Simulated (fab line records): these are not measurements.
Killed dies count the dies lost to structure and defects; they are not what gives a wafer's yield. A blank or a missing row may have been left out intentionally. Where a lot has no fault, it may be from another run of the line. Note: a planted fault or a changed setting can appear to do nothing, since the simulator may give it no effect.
fab line records ; flow n5-finfet
record: lots: 11; wafers: 33; last-day: 18
route steps=1938 shown BEOL_M15@1790
lots that met no fault: from a run of the same line without faults
start-h: start of the lot's first displayed wafer, in hours after the record's first day ; wait-h: how many hours have passed since the lot's step before this one ; " repeats the value in the row above ; L1.1+2: a single row standing in for several wafers ; - either no value or no given start ; * or withheld: withheld ; < > ~ a bound
route shown NAME@n: names a module that has steps shown in the file, with the first one's number in the route ; usual: average and standard deviation across the fault-free wafers ; same: alike in all rows ; chamber/n: place in a boat ; sites: readings site by site ; _std_site: the values' standard deviation ; _edge_site: mean of outer sites minus mean of inner sites ; radius-mm: how far each site lies from the wafer's centre ; mask NAME#n: copy n ; behind: tool/chamber where the wafer was last shaped ; hold: cause of the lot's hold/its duration in hours/its outcome ; device: transistor that didn't switch, given as n, p or np ; end of line: tests of these same wafers at the route's end ; for a step that has no rows: nothing shown but its recipe ; killed: dies that structure and defects cost at the first sort, which is not the same as the wafer's yield ; map: per-die view of a wafer (x killed, . not killed, _ where there is no die)
set.NAME: the setting that was run; set.NAME@STEP: the one run at that earlier step ; model.NAME: the simulator's own value behind a step, which no gauge read
the route's steps for a sample of lots (tables are steps, rows are wafers)
services: when a tool's chamber went out of use (start-h, in hours from the record's first day, below 0 if earlier), for how many hours, and the reason
== steps ==
step: N5_BEOL_M15_STRIP_64
recipe: chemistry: O2; power-w: 600; temp-c: 60; pressure-mtorr: 30; rf-frequency-hz: 6e+07; bias-power-w: 0; overash-fraction: 0.3; o2-flow-sccm: 225
usual: drypump-motor-current-A: 5.8/0.52; oes-product-au: 0.78/0.079; rf-vpp-V: 3.7/0.5; showerhead-plenum-p-Torr: 2.11/0.064; throttle-valve-pct: 16.6/0.34
same: bias-power-w: 0
lot.wafer;tool;chamber;start-h;wait-h;drypump-motor-current-A;oes-product-au;rf-hours-counter-h;rf-vpp-V;showerhead-plenum-p-Torr;throttle-valve-pct
L345.2;rie-diel-02;3;-;-;6.6;0.87;57;3.8;2.21;16.6
L345.3;rie-diel-02;0;-;-;5.1;0.69;229;4.0;2.06;17.1
L345.6;rie-diel-02;0;-;-;5.1;0.68;-;3.9;2.06;17.0
L346.1;rie-diel-04;1;-;-;6.3;0.72;218;3.3;2.16;16.5
L346.2;rie-diel-04;3;-;-;5.7;0.94;22;3.5;2.15;16.1
L346.4;rie-diel-04;0;-;-;5.6;0.71;212;4.8;2.07;17.1
L348.1;rie-diel-02;0;-;-;5.1;0.69;232;4.1;2.06;17.1
L348.3;rie-diel-02;1;-;-;5.4;0.81;95;3.6;2.09;16.3
L348.5;rie-diel-02;3;-;-;6.6;0.87;-;3.0;2.21;16.6
L350.1;rie-diel-03;3;-;-;5.6;0.82;68;4.0;2.22;16.5
L350.3;rie-diel-03;2;-;-;5.0;0.76;137;4.4;2.11;16.9
L350.6;rie-diel-03;3;-;-;5.7;0.82;-;4.3;2.22;16.5
L351.2;rie-diel-02;0;-;-;5.1;0.67;239;3.9;2.06;17.1
L351.3;rie-diel-02;1;-;-;5.4;0.80;103;4.1;2.09;16.3
L351.6;rie-diel-02;1;-;-;5.4;0.80;-;3.9;2.09;16.3
L360.4;rie-diel-04;2;-;-;5.7;0.69;197;3.5;2.18;17.1
L360.5;rie-diel-04;2;-;-;5.7;0.69;-;3.8;2.18;17.2
L360.6;rie-diel-04;3;-;-;5.7;0.90;-;4.2;2.15;16.2
L357.1;rie-diel-02;3;-;-;6.6;0.83;85;3.3;2.20;16.6
L357.5;rie-diel-02;3;-;-;6.6;0.83;-;3.0;2.20;16.6
L357.6;rie-diel-02;0;-;-;5.1;0.99;-;3.0;2.05;16.6
L359.1;rie-diel-04;1;-;-;6.3;0.70;231;3.3;2.15;16.5
L359.2;rie-diel-04;0;-;-;5.6;0.68;226;3.2;2.07;17.1
L359.6;rie-diel-04;3;-;-;5.7;0.91;-;3.5;2.15;16.2
L365.1;rie-diel-02;0;-;-;5.1;0.93;13;4.2;2.05;16.6
L365.4;rie-diel-02;1;-;-;5.4;0.76;-;3.1;2.08;16.3
L365.5;rie-diel-02;2;-;-;6.6;0.81;-;4.2;2.10;16.2
L363.1;rie-diel-03;0;-;-;5.9;0.71;228;4.3;2.07;16.8
L363.3;rie-diel-03;2;-;-;5.0;0.74;169;3.9;2.10;17.0
L363.6;rie-diel-03;2;-;-;5.0;0.74;-;3.5;2.10;17.0
L366.1;rie-diel-03;2;-;-;5.0;0.74;172;3.3;2.10;17.0
L366.4;rie-diel-03;2;-;-;5.0;0.74;-;2.9;2.10;17.0
L366.6;rie-diel-03;0;-;-;5.9;0.70;-;2.9;2.07;16.8
step: N5_BEOL_M15_SPUTTER_43
recipe: material: TaN; target-thk-a: 150; temp-c: 50; bias-v: 168.6; power-w: 15000; chamber-pressure-pa: 0.12; time-s: 24.19
usual: bias-v: 168.6/1.8; cathode-dc-power-W: 15000/2.5; throttle-valve-pct: 30.1/1.5
lot.wafer;tool;chamber;start-h;wait-h;bias-v;cathode-dc-power-W;throttle-valve-pct
L345.2;pvd-sputter-02;-;279.21;0.0;168.4;15004;29.1
L345.3;pvd-sputter-02;-;279.21;0.0;168.3;14996;28.6
L345.6;pvd-sputter-02;-;279.21;0.0;169.7;14999;28.6
L346.1;pvd-sputter-02;-;280.03;0.0;166.7;14998;31.1
L346.2;pvd-sputter-02;-;280.03;0.0;167.2;15000;29.1
L346.4;pvd-sputter-02;-;280.03;0.0;168.3;14999;32.5
L348.1;pvd-sputter-02;-;288.19;0.0;167.0;14997;29.2
L348.3;pvd-sputter-02;-;288.19;0.0;166.9;14999;32.4
L348.5;pvd-sputter-02;-;288.19;0.0;170.7;15002;30.9
L350.1;pvd-sputter-03;-;304.11;0.0;168.1;15003;31.7
L350.3;pvd-sputter-03;-;304.11;0.0;169.2;14995;27.9
L350.6;pvd-sputter-03;-;304.11;0.0;168.0;14994;31.7
L351.2;pvd-sputter-02;-;309.26;0.0;163.9;15000;28.4
L351.3;pvd-sputter-02;-;309.26;0.0;165.2;15003;32.5
L351.6;pvd-sputter-02;-;309.26;0.0;165.4;15002;29.4
L360.4;pvd-sputter-01;-;352.10;0.0;168.1;15001;29.7
L360.5;pvd-sputter-01;-;352.10;0.0;169.3;14996;30.0
L360.6;pvd-sputter-01;-;352.10;0.0;166.8;14999;29.1
L357.1;pvd-sputter-03;-;352.71;0.0;171.6;14997;31.0
L357.5;pvd-sputter-03;-;352.71;0.0;169.9;14998;30.9
L357.6;pvd-sputter-03;-;352.71;0.0;171.3;14999;31.6
L359.1;pvd-sputter-01;-;359.78;0.0;170.0;15002;30.5
L359.2;pvd-sputter-01;-;359.78;0.0;167.5;15002;29.5
L359.6;pvd-sputter-01;-;359.78;0.0;168.7;14994;29.8
L365.1;pvd-sputter-03;-;401.17;0.0;169.4;15006;31.0
L365.4;pvd-sputter-03;-;401.17;0.0;167.1;14997;28.0
L365.5;pvd-sputter-03;-;401.17;0.0;168.6;14997;31.1
L363.1;pvd-sputter-01;-;409.23;0.0;172.0;15002;29.5
L363.3;pvd-sputter-01;-;409.23;0.0;172.2;14999;29.4
L363.6;pvd-sputter-01;-;409.23;0.0;169.4;14997;29.1
L366.1;pvd-sputter-02;-;415.29;0.0;169.6;15001;31.0
L366.4;pvd-sputter-02;-;415.29;0.0;167.0;14994;32.7
L366.6;pvd-sputter-02;-;415.29;0.0;168.1;15001;28.3
step: N5_BEOL_M15_SPUTTER_44
recipe: material: Ta; target-thk-a: 150; temp-c: 50; bias-v: 80; power-w: 15000; chamber-pressure-pa: 0.07; time-s: 24.19
usual: bias-v: 80.1/0.85; cathode-dc-power-W: 15000/2.8; throttle-valve-pct: 30.1/1.5
lot.wafer;tool;chamber;start-h;wait-h;bias-v;cathode-dc-power-W;throttle-valve-pct
L345.2;pvd-sputter-02;-;279.29;0.0;80.8;14996;29.3
L345.3;pvd-sputter-02;-;279.29;0.0;79.9;15004;28.7
L345.6;pvd-sputter-02;-;279.29;0.0;78.3;14996;28.3
L346.1;pvd-sputter-02;-;280.11;0.0;81.5;15000;30.8
L346.2;pvd-sputter-02;-;280.11;0.0;80.0;15002;29.0
L346.4;pvd-sputter-02;-;280.11;0.0;81.3;15001;32.6
L348.1;pvd-sputter-02;-;288.27;0.0;80.3;15001;29.1
L348.3;pvd-sputter-02;-;288.27;0.0;79.7;15000;32.7
L348.5;pvd-sputter-02;-;288.27;0.0;81.6;15000;31.4
L350.1;pvd-sputter-03;-;304.19;0.0;79.5;14999;31.6
L350.3;pvd-sputter-03;-;304.19;0.0;79.5;15002;27.9
L350.6;pvd-sputter-03;-;304.19;0.0;78.3;15004;31.6
L351.2;pvd-sputter-02;-;309.34;0.0;80.8;15885;28.3
L351.3;pvd-sputter-02;-;309.34;0.0;79.2;14999;32.9
L351.6;pvd-sputter-02;-;309.34;0.0;81.2;14997;29.2
L360.4;pvd-sputter-01;-;352.18;0.0;80.6;14996;30.0
L360.5;pvd-sputter-01;-;352.18;0.0;78.2;15002;30.1
L360.6;pvd-sputter-01;-;352.18;0.0;80.9;15001;29.2
L357.1;pvd-sputter-03;-;352.79;0.0;80.5;15000;31.0
L357.5;pvd-sputter-03;-;352.79;0.0;79.9;14996;30.9
L357.6;pvd-sputter-03;-;352.79;0.0;80.3;14996;31.9
L359.1;pvd-sputter-01;-;359.86;0.0;81.3;14996;30.2
L359.2;pvd-sputter-01;-;359.86;0.0;78.7;14996;29.8
L359.6;pvd-sputter-01;-;359.86;0.0;80.0;14998;29.8
L365.1;pvd-sputter-03;-;401.25;0.0;78.9;15000;31.1
L365.4;pvd-sputter-03;-;401.25;0.0;79.8;15005;27.6
L365.5;pvd-sputter-03;-;401.25;0.0;80.0;14999;31.1
L363.1;pvd-sputter-01;-;409.31;0.0;79.4;15000;29.8
L363.3;pvd-sputter-01;-;409.31;0.0;80.6;14996;29.0
L363.6;pvd-sputter-01;-;409.31;0.0;79.2;15001;29.1
L366.1;pvd-sputter-02;-;415.37;0.0;79.4;15002;30.9
L366.4;pvd-sputter-02;-;415.37;0.0;79.8;15002;32.6
L366.6;pvd-sputter-02;-;415.37;0.0;79.8;15006;28.5
step: N5_BEOL_M15_DEP_53
recipe: material: SiCN; target-thk-a: 500; temp-c: withheld; precursor: 3MS/NH3; pressure-torr: 3; rf-w: 675; time-s: 17.8
usual: showerhead-plenum-p-Torr: 4.163/0.021; throttle-valve-pct: 18.0/0.66
lot.wafer;tool;chamber;start-h;wait-h;showerhead-plenum-p-Torr;since-wet-clean-h;throttle-valve-pct
L345.2;pecvd-01;1;280.39;0.0;4.133;1891;18.2
L345.3;pecvd-01;0;280.39;0.0;4.156;1166;18.8
L345.6;pecvd-01;0;280.39;0.0;4.151;-;18.5
L346.1;pecvd-01;1;281.49;0.0;4.127;1892;17.9
L346.2;pecvd-01;0;281.49;0.0;4.142;1167;18.5
L346.4;pecvd-01;1;281.49;0.0;4.114;-;17.8
L348.1;pecvd-03;2;289.36;0.0;4.187;602;16.8
L348.3;pecvd-03;1;289.36;0.0;4.167;2081;18.0
L348.5;pecvd-03;0;289.36;0.0;4.130;-;19.0
L350.1;pecvd-02;1;305.29;0.0;4.189;1734;18.4
L350.3;pecvd-02;2;305.29;0.0;4.157;255;17.4
L350.6;pecvd-02;1;305.29;0.0;4.200;-;18.6
L351.2;pecvd-03;0;310.44;0.0;4.148;1377;19.2
L351.3;pecvd-03;1;310.44;0.0;4.160;2102;18.0
L351.6;pecvd-03;0;310.44;0.0;4.152;-;19.0
L360.4;pecvd-03;0;354.94;0.0;4.145;-;19.2
L360.5;pecvd-03;2;354.94;0.0;4.193;-;16.8
L360.6;pecvd-03;1;354.94;0.0;4.163;-;18.3
L357.1;pecvd-02;2;355.18;0.0;4.151;305;17.4
L357.5;pecvd-02;0;355.18;0.0;4.163;-;18.2
L357.6;pecvd-02;2;355.18;0.0;4.157;-;17.5
L359.1;pecvd-02;1;360.96;0.0;4.187;1790;18.4
L359.2;pecvd-02;2;360.96;0.0;4.152;311;17.4
L359.6;pecvd-02;0;360.96;0.0;4.155;-;18.7
L365.1;pecvd-02;1;402.72;0.0;4.201;1832;18.2
L365.4;pecvd-02;1;402.72;0.0;4.191;-;18.1
L365.5;pecvd-02;0;402.72;0.0;4.171;-;18.3
L363.1;pecvd-02;2;410.75;0.0;4.163;361;17.3
L363.3;pecvd-02;1;410.75;0.0;4.182;1840;18.5
L363.6;pecvd-02;0;410.75;0.0;4.175;-;18.3
L366.1;pecvd-01;0;416.47;0.0;4.153;1302;18.5
L366.4;pecvd-01;1;416.47;0.0;4.124;-;18.1
L366.6;pecvd-01;2;416.47;0.0;4.165;-;17.8
== services ==
tool;chamber;start-h;hours;kind
rie-diel-04;1;264.02;3.2;repair
rie-diel-02;1;266.25;1.6;repair
pecvd-03;-;266.75;2.8;pm
pecvd-01;0;270.45;-;calibration
pecvd-01;-;294.03;5.5;pm
pvd-sputter-01;-;297.03;20.4;repair
pecvd-03;0;297.36;2.1;scheduled-down
rie-diel-04;-;301.12;28.1;pm
rie-diel-02;0;307.62;3.9;repair
rie-diel-02;0;333.52;-;clean
rie-diel-02;0;333.52;-;consumable-replace:focus-ring
rie-diel-02;0;333.52;15.5;scheduled-down
rie-diel-02;0;333.52;15.5;vent-cycle
pvd-sputter-02;-;335.00;4.1;repair
pecvd-03;-;338.04;0.8;repair
pecvd-01;-;343.79;2.8;pm
rie-diel-03;3;356.86;1.3;repair
pecvd-02;-;367.90;1.0;repair
rie-diel-02;-;385.55;2.8;pm
pecvd-01;2;392.07;15.7;repair
pecvd-03;-;398.54;14.6;pm
pecvd-01;1;401.79;7.0;repair
rie-diel-03;1;405.82;16.8;repair
pecvd-02;2;406.61;2.1;scheduled-down
== key ==
first-sign: step: N5_BEOL_M15_SPUTTER_44; reading: cathode-dc-power-W; direction: up; sigmas: 99+; usual: *; struck: *
effect none on later readings
met-at N5_BEOL_M15_SPUTTER_44
struck-lots L351
struck-wafers L351.2
not-acting-at N5_BEOL_M15_STRIP_64,N5_BEOL_M15_SPUTTER_43,N5_BEOL_M15_DEP_53
onset-between 279.29 309.34
fault: kind: process-parameter-drift; tool: pvd-sputter-02; chamber: -; onset-h: 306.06; steps: N5_BEOL_M15_SPUTTER_44; channel: power-w; offset: *; shape: step; end-h: 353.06; acts-in: *; stated: *; scope: struck-wafers-only
